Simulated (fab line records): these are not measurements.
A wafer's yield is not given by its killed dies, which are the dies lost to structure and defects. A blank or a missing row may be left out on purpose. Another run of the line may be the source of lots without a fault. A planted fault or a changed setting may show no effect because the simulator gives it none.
Which tool is to blame? || flow nandHarc || 36 wafers from 12 lots sampled at 5 of the route's 1302 steps

## WHAT EACH GAUGE READ, for each wafer
NHARC_A_ONON_D1_INSPECT_32.
{"lot": "L323", "measured": "day 8 11:52", "on": "defectInspect-02", "rawDefectCount": "58 38 71"}
{"lot": "L325", "measured": "day 9 02:18", "on": "defectInspect-01", "rawDefectCount": "51 104 50"}
{"lot": "L326", "measured": "day 9 11:58", "on": "defectInspect-01", "rawDefectCount": "72 105 68"}
{"lot": "L329", "measured": "day 11 02:29", "on": "defectInspect-02", "rawDefectCount": "66 47 53"}
{"lot": "L332", "measured": "day 12 06:38", "on": "defectInspect-01", "rawDefectCount": "64 56 51"}
{"lot": "L337", "measured": "day 14 10:35", "on": "defectInspect-01", "rawDefectCount": "85 57 42"}
{"lot": "L338", "measured": "day 15 06:32", "on": "defectInspect-02", "rawDefectCount": "78 81 71"}
{"lot": "L340", "measured": "day 15 06:49", "on": "defectInspect-02", "rawDefectCount": "104 106 91"}
{"lot": "L342", "measured": "day 16 17:49", "on": "defectInspect-02", "rawDefectCount": "50 48 43"}
{"lot": "L344", "measured": "day 17 02:10", "on": "defectInspect-02", "rawDefectCount": "102 95 94"}
{"lot": "L345", "measured": "day 17 11:24", "on": "defectInspect-01", "rawDefectCount": "78 69 60"}
{"lot": "L346", "measured": "day 18 04:08", "on": "defectInspect-02", "rawDefectCount": "54 70 59"}

NHARC_A_CHANNEL_HOLE_D1_CD_MEAS_30.
{"lot": "L323", "measured": "day 8 22:20", "on": "cdSem-01", "cdNm (nm)": "89.7 90.0 89.9"}
{"lot": "L325", "measured": "day 9 12:56", "on": "cdSem-02", "cdNm (nm)": "91.1 92.0 91.7"}
{"lot": "L326", "measured": "day 10 01:48", "on": "cdSem-03", "cdNm (nm)": "88.8 89.9 90.6"}
{"lot": "L329", "measured": "day 11 12:15", "on": "cdSem-02", "cdNm (nm)": "90.8 92.1 89.9"}
{"lot": "L332", "measured": "day 12 17:28", "on": "cdSem-02", "cdNm (nm)": "89.9 87.9 88.2"}
{"lot": "L337", "measured": "day 14 23:07", "on": "cdSem-03", "cdNm (nm)": "0.9 1.2 1.3 1.0 1.0 1.5"}
{"lot": "L338", "measured": "day 15 16:30", "on": "cdSem-03", "cdNm (nm)": "0.1 -0.2 0.2 0.0 -0.2 0.1"}
{"lot": "L340", "measured": "day 15 20:24", "on": "cdSem-01", "cdNm (nm)": "87.9 86.9 88.3"}
{"lot": "L342", "measured": "day 17 08:16", "on": "cdSem-01", "cdNm (nm)": "92.3 90.7 89.6"}
{"lot": "L344", "measured": "day 17 16:31", "on": "cdSem-01", "cdNm (nm)": "93.6 90.2 92.9"}
{"lot": "L345", "measured": "day 17 20:59", "on": "cdSem-03", "cdNm (nm)": "90.5 88.4 91.6"}
{"lot": "L346", "measured": "day 18 16:03", "on": "cdSem-01", "cdNm (nm)": "87.3 90.0 90.5"}

## WHAT TOOL EACH LOT RAN ON (gives the tool, then ch and the chambers of the sampled wafers, and finally the start)
{"lot": "L323", "NHARC_A_CHANNEL_HOLE_D1_DEP_01": "pecvd-01 ch 0,1, day 8 14:52", "NHARC_A_CHANNEL_HOLE_D1_DESCUM_15": "rieDiel-02 ch 1,2,3, day 8 15:38", "NHARC_A_CHANNEL_HOLE_D1_ETCH_21": "harEtch-01 ch 0,1, day 8 17:14"}
{"lot": "L325", "NHARC_A_CHANNEL_HOLE_D1_DEP_01": "pecvd-01 ch 0,1,2, day 9 05:27", "NHARC_A_CHANNEL_HOLE_D1_DESCUM_15": "rieDiel-02 ch 0,1,2, day 9 06:14", "NHARC_A_CHANNEL_HOLE_D1_ETCH_21": "harEtch-02 ch 0,1, day 9 07:50"}
{"lot": "L326", "NHARC_A_CHANNEL_HOLE_D1_DEP_01": "pecvd-03 ch 0,1, day 9 16:14", "NHARC_A_CHANNEL_HOLE_D1_DESCUM_15": "rieDiel-02 ch 1,2, day 9 16:59", "NHARC_A_CHANNEL_HOLE_D1_ETCH_21": "harEtch-02 ch 0, day 9 20:34"}
{"lot": "L329", "NHARC_A_CHANNEL_HOLE_D1_DEP_01": "pecvd-01 ch 0,1,2, day 11 04:27", "NHARC_A_CHANNEL_HOLE_D1_DESCUM_15": "rieDiel-02 ch 2,3, day 11 05:14", "NHARC_A_CHANNEL_HOLE_D1_ETCH_21": "harEtch-01 ch 0,1, day 11 07:18"}
{"lot": "L332", "NHARC_A_CHANNEL_HOLE_D1_DEP_01": "pecvd-03 ch 0,1,2, day 12 08:37", "NHARC_A_CHANNEL_HOLE_D1_DESCUM_15": "rieDiel-02 ch 0,1,3, day 12 09:31", "NHARC_A_CHANNEL_HOLE_D1_ETCH_21": "harEtch-01 ch 0,1, day 12 12:25"}
{"lot": "L337", "NHARC_A_CHANNEL_HOLE_D1_DEP_01": "pecvd-01 ch 0,2, day 14 15:32", "NHARC_A_CHANNEL_HOLE_D1_DESCUM_15": "rieDiel-02 ch 0,1,3, day 14 16:25", "NHARC_A_CHANNEL_HOLE_D1_ETCH_21": "harEtch-01 ch 0,1, day 14 18:04"}
{"lot": "L338", "NHARC_A_CHANNEL_HOLE_D1_DEP_01": "pecvd-03 ch 0,2, day 15 08:40", "NHARC_A_CHANNEL_HOLE_D1_DESCUM_15": "rieDiel-02 ch 0,1,3, day 15 09:34", "NHARC_A_CHANNEL_HOLE_D1_ETCH_21": "harEtch-02 ch 0,1, day 15 11:18"}
{"lot": "L340", "NHARC_A_CHANNEL_HOLE_D1_DEP_01": "pecvd-02 ch 1,2, day 15 09:49", "NHARC_A_CHANNEL_HOLE_D1_DESCUM_15": "rieDiel-02 ch 0,1,3, day 15 10:44", "NHARC_A_CHANNEL_HOLE_D1_ETCH_21": "harEtch-02 ch 0,1, day 15 15:18"}
{"lot": "L342", "NHARC_A_CHANNEL_HOLE_D1_DEP_01": "pecvd-03 ch 1,2, day 17 00:29", "NHARC_A_CHANNEL_HOLE_D1_DESCUM_15": "rieDiel-11 ch 0,1,3, day 17 01:25", "NHARC_A_CHANNEL_HOLE_D1_ETCH_21": "harEtch-01 ch 1, day 17 03:03"}
{"lot": "L344", "NHARC_A_CHANNEL_HOLE_D1_DEP_01": "pecvd-03 ch 0,1,2, day 17 05:31", "NHARC_A_CHANNEL_HOLE_D1_DESCUM_15": "rieDiel-02 ch 1,2,3, day 17 06:25", "NHARC_A_CHANNEL_HOLE_D1_ETCH_21": "harEtch-01 ch 0,1, day 17 11:23"}
{"lot": "L345", "NHARC_A_CHANNEL_HOLE_D1_DEP_01": "pecvd-03 ch 0,2, day 17 13:27", "NHARC_A_CHANNEL_HOLE_D1_DESCUM_15": "rieDiel-11 ch 0,1,3, day 17 14:19", "NHARC_A_CHANNEL_HOLE_D1_ETCH_21": "harEtch-01 ch 0,1, day 17 15:54"}
{"lot": "L346", "NHARC_A_CHANNEL_HOLE_D1_DEP_01": "pecvd-03 ch 0,1, day 18 06:33", "NHARC_A_CHANNEL_HOLE_D1_DESCUM_15": "rieDiel-02 ch 0,1,2, day 18 07:20", "NHARC_A_CHANNEL_HOLE_D1_ETCH_21": "harEtch-01 ch 0,1, day 18 10:56"}
- NHARC_A_CHANNEL_HOLE_D1_DEP_01: deposits SiON, target thk 140 nm.
- NHARC_A_CHANNEL_HOLE_D1_DESCUM_15: chemistry O2, time 3 s.
- NHARC_A_CHANNEL_HOLE_D1_ETCH_21: etches the open film in C4F8/O2/Ar, time 514.3 s, target depth 1600 nm.

## AS READ BY THE TOOLS THEMSELVES (means over the sampled wafers that have a number; for cases with no such wafer, the mark the record gives instead)
NHARC_A_CHANNEL_HOLE_D1_DEP_01.
{"lot": "L323", "tool": "pecvd-01", "heaterPowerW (W)": 852, "showerheadVppV (V)": 1066}
{"lot": "L325", "tool": "pecvd-01", "heaterPowerW (W)": 735, "showerheadVppV (V)": 1058}
{"lot": "L326", "tool": "pecvd-03", "heaterPowerW (W)": 641, "showerheadVppV (V)": 1143}
{"lot": "L329", "tool": "pecvd-01", "heaterPowerW (W)": 756, "showerheadVppV (V)": 1081}
{"lot": "L332", "tool": "pecvd-03", "heaterPowerW (W)": 711, "showerheadVppV (V)": 1161}
{"lot": "L337", "tool": "pecvd-01", "heaterPowerW (W)": 728, "showerheadVppV (V)": 1048}
{"lot": "L338", "tool": "pecvd-03", "heaterPowerW (W)": 655, "showerheadVppV (V)": 1148}
{"lot": "L340", "tool": "pecvd-02", "heaterPowerW (W)": 727, "showerheadVppV (V)": 1157}
{"lot": "L342", "tool": "pecvd-03", "heaterPowerW (W)": 641, "showerheadVppV (V)": 1177}
{"lot": "L344", "tool": "pecvd-03", "heaterPowerW (W)": 719, "showerheadVppV (V)": 1154}
{"lot": "L345", "tool": "pecvd-03", "heaterPowerW (W)": 618, "showerheadVppV (V)": 1149}
{"lot": "L346", "tool": "pecvd-03", "heaterPowerW (W)": 702, "showerheadVppV (V)": 1164}

NHARC_A_CHANNEL_HOLE_D1_DESCUM_15.
{"lot": "L323", "tool": "rieDiel-02", "drypumpMotorCurrentA (A)": 5.5, "oesProductAu (a.u.)": 0.999, "rfVppV (V)": 57.8, "showerheadPlenumPTorr (Torr)": 1.95, "throttleValvePct (%)": 11.302}
{"lot": "L325", "tool": "rieDiel-02", "drypumpMotorCurrentA (A)": 5.7, "oesProductAu (a.u.)": 0.988, "rfVppV (V)": 57.6, "showerheadPlenumPTorr (Torr)": 1.87, "throttleValvePct (%)": 11.307}
{"lot": "L326", "tool": "rieDiel-02", "drypumpMotorCurrentA (A)": 5.5, "oesProductAu (a.u.)": 0.993, "rfVppV (V)": 57.5, "showerheadPlenumPTorr (Torr)": 1.88, "throttleValvePct (%)": 11.314}
{"lot": "L329", "tool": "rieDiel-02", "drypumpMotorCurrentA (A)": 5.5, "oesProductAu (a.u.)": 1.003, "rfVppV (V)": 57.8, "showerheadPlenumPTorr (Torr)": 1.91, "throttleValvePct (%)": 11.309}
{"lot": "L332", "tool": "rieDiel-02", "drypumpMotorCurrentA (A)": 5.7, "oesProductAu (a.u.)": 1.002, "rfVppV (V)": 58.2, "showerheadPlenumPTorr (Torr)": 1.93, "throttleValvePct (%)": 11.316}
{"lot": "L337", "tool": "rieDiel-02", "drypumpMotorCurrentA (A)": 5.7, "oesProductAu (a.u.)": 0.997, "rfVppV (V)": 57.5, "showerheadPlenumPTorr (Torr)": 1.93, "throttleValvePct (%)": 11.303}
{"lot": "L338", "tool": "rieDiel-02", "drypumpMotorCurrentA (A)": 5.7, "oesProductAu (a.u.)": 1.004, "rfVppV (V)": 57.8, "showerheadPlenumPTorr (Torr)": 1.93, "throttleValvePct (%)": 11.320}
{"lot": "L340", "tool": "rieDiel-02", "drypumpMotorCurrentA (A)": 5.7, "oesProductAu (a.u.)": 0.996, "rfVppV (V)": 58.9, "showerheadPlenumPTorr (Torr)": 1.93, "throttleValvePct (%)": 11.309}
{"lot": "L342", "tool": "rieDiel-11", "drypumpMotorCurrentA (A)": 6.2, "oesProductAu (a.u.)": 0.994, "rfVppV (V)": 56.7, "showerheadPlenumPTorr (Torr)": 1.87, "throttleValvePct (%)": 11.311}
{"lot": "L344", "tool": "rieDiel-02", "drypumpMotorCurrentA (A)": 5.5, "oesProductAu (a.u.)": 1.006, "rfVppV (V)": 58.0, "showerheadPlenumPTorr (Torr)": 1.95, "throttleValvePct (%)": 11.302}
{"lot": "L345", "tool": "rieDiel-11", "drypumpMotorCurrentA (A)": 6.2, "oesProductAu (a.u.)": 0.994, "rfVppV (V)": 57.5, "showerheadPlenumPTorr (Torr)": 1.86, "throttleValvePct (%)": 11.307}
{"lot": "L346", "tool": "rieDiel-02", "drypumpMotorCurrentA (A)": 5.7, "oesProductAu (a.u.)": 1.004, "rfVppV (V)": 57.9, "showerheadPlenumPTorr (Torr)": 1.87, "throttleValvePct (%)": 11.314}

NHARC_A_CHANNEL_HOLE_D1_ETCH_21.
{"lot": "L323", "tool": "harEtch-01", "c4f8FlowSccm (sccm)": 89.16, "chamberPressureMTorr (mTorr)": 19.985, "drypumpMotorCurrentA (A)": 5.9, "heBacksideLeakSccm (sccm)": 5.9, "showerheadPlenumPTorr (Torr)": 3.73, "throttleValvePct (%)": 32.155}
{"lot": "L325", "tool": "harEtch-02", "c4f8FlowSccm (sccm)": 88.91, "chamberPressureMTorr (mTorr)": 19.998, "drypumpMotorCurrentA (A)": 6.3, "heBacksideLeakSccm (sccm)": 6.1, "showerheadPlenumPTorr (Torr)": 3.52, "throttleValvePct (%)": 32.161}
{"lot": "L326", "tool": "harEtch-02", "c4f8FlowSccm (sccm)": 89.20, "chamberPressureMTorr (mTorr)": 19.994, "drypumpMotorCurrentA (A)": 6.6, "heBacksideLeakSccm (sccm)": 6.1, "showerheadPlenumPTorr (Torr)": 3.57, "throttleValvePct (%)": 32.150}
{"lot": "L329", "tool": "harEtch-01", "c4f8FlowSccm (sccm)": 89.63, "chamberPressureMTorr (mTorr)": 20.002, "drypumpMotorCurrentA (A)": 5.8, "heBacksideLeakSccm (sccm)": 6.1, "showerheadPlenumPTorr (Torr)": 3.72, "throttleValvePct (%)": 32.145}
{"lot": "L332", "tool": "harEtch-01", "c4f8FlowSccm (sccm)": 89.51, "chamberPressureMTorr (mTorr)": 19.984, "drypumpMotorCurrentA (A)": 5.8, "heBacksideLeakSccm (sccm)": 6.3, "showerheadPlenumPTorr (Torr)": 3.71, "throttleValvePct (%)": 32.157}
{"lot": "L337", "tool": "harEtch-01", "c4f8FlowSccm (sccm)": "-", "chamberPressureMTorr (mTorr)": "-", "drypumpMotorCurrentA (A)": "-", "heBacksideLeakSccm (sccm)": "-", "showerheadPlenumPTorr (Torr)": "-", "throttleValvePct (%)": "-"}
{"lot": "L338", "tool": "harEtch-02", "c4f8FlowSccm (sccm)": "-", "chamberPressureMTorr (mTorr)": "-", "drypumpMotorCurrentA (A)": "-", "heBacksideLeakSccm (sccm)": "-", "showerheadPlenumPTorr (Torr)": "-", "throttleValvePct (%)": "-"}
{"lot": "L340", "tool": "harEtch-02", "c4f8FlowSccm (sccm)": 89.32, "chamberPressureMTorr (mTorr)": 20.022, "drypumpMotorCurrentA (A)": 6.0, "heBacksideLeakSccm (sccm)": 6.8, "showerheadPlenumPTorr (Torr)": 3.78, "throttleValvePct (%)": 32.148}
{"lot": "L342", "tool": "harEtch-01", "c4f8FlowSccm (sccm)": 89.30, "chamberPressureMTorr (mTorr)": 19.994, "drypumpMotorCurrentA (A)": 5.8, "heBacksideLeakSccm (sccm)": 6.1, "showerheadPlenumPTorr (Torr)": 3.67, "throttleValvePct (%)": 32.150}
{"lot": "L344", "tool": "harEtch-01", "c4f8FlowSccm (sccm)": 89.16, "chamberPressureMTorr (mTorr)": 20.006, "drypumpMotorCurrentA (A)": 5.8, "heBacksideLeakSccm (sccm)": 6.4, "showerheadPlenumPTorr (Torr)": 3.67, "throttleValvePct (%)": 32.155}
{"lot": "L345", "tool": "harEtch-01", "c4f8FlowSccm (sccm)": 89.23, "chamberPressureMTorr (mTorr)": 20.006, "drypumpMotorCurrentA (A)": 5.8, "heBacksideLeakSccm (sccm)": 6.5, "showerheadPlenumPTorr (Torr)": 3.67, "throttleValvePct (%)": 32.152}
{"lot": "L346", "tool": "harEtch-01", "c4f8FlowSccm (sccm)": 89.48, "chamberPressureMTorr (mTorr)": 19.999, "drypumpMotorCurrentA (A)": 5.8, "heBacksideLeakSccm (sccm)": 6.5, "showerheadPlenumPTorr (Torr)": 3.66, "throttleValvePct (%)": 32.159}

## THE ANSWER, worked out from the rows above alone
Rule: what is usual is taken from the lots themselves. Put in order of their means at a reading, lots are off if they are a third of the lots or fewer, leave a main group of 4 or more, and stand apart from it by a gap of 3 or more times the standard deviation of the main group's means; of several such gaps the widest counts. The tables above print the reading to a certain number of digits; a main group whose means all agree to those digits is not used. Also off: a lot with no number at a reading for which 4 or more lots have one. Where the step has rows for the other lots, those lots are counted as sound. First the gauges in route order, then the tools' own readings, where a lot's mean is used as printed above. The first step at which some lot is off is used, and at that step the reading that is off furthest; a lot without a number counts as furthest.
Off, at NHARC_A_CHANNEL_HOLE_D1_CD_MEAS_30 on cdNm: L337, L338. Main group: mean 90.1 nm, sd 1.3.
A tool fits if, at a process step before that reading, it ran every lot that is off, and no sound lot after the first of them. Not tried: the gauges at NHARC_A_CHANNEL_HOLE_D1_CD_MEAS_30; whatever is off there is also off at NHARC_A_CHANNEL_HOLE_D1_ETCH_21, on other tools, and gauge error can't account for it. Not one of the candidates tried fits.

## WHAT WAS PUT IN BY THE SIMULATOR
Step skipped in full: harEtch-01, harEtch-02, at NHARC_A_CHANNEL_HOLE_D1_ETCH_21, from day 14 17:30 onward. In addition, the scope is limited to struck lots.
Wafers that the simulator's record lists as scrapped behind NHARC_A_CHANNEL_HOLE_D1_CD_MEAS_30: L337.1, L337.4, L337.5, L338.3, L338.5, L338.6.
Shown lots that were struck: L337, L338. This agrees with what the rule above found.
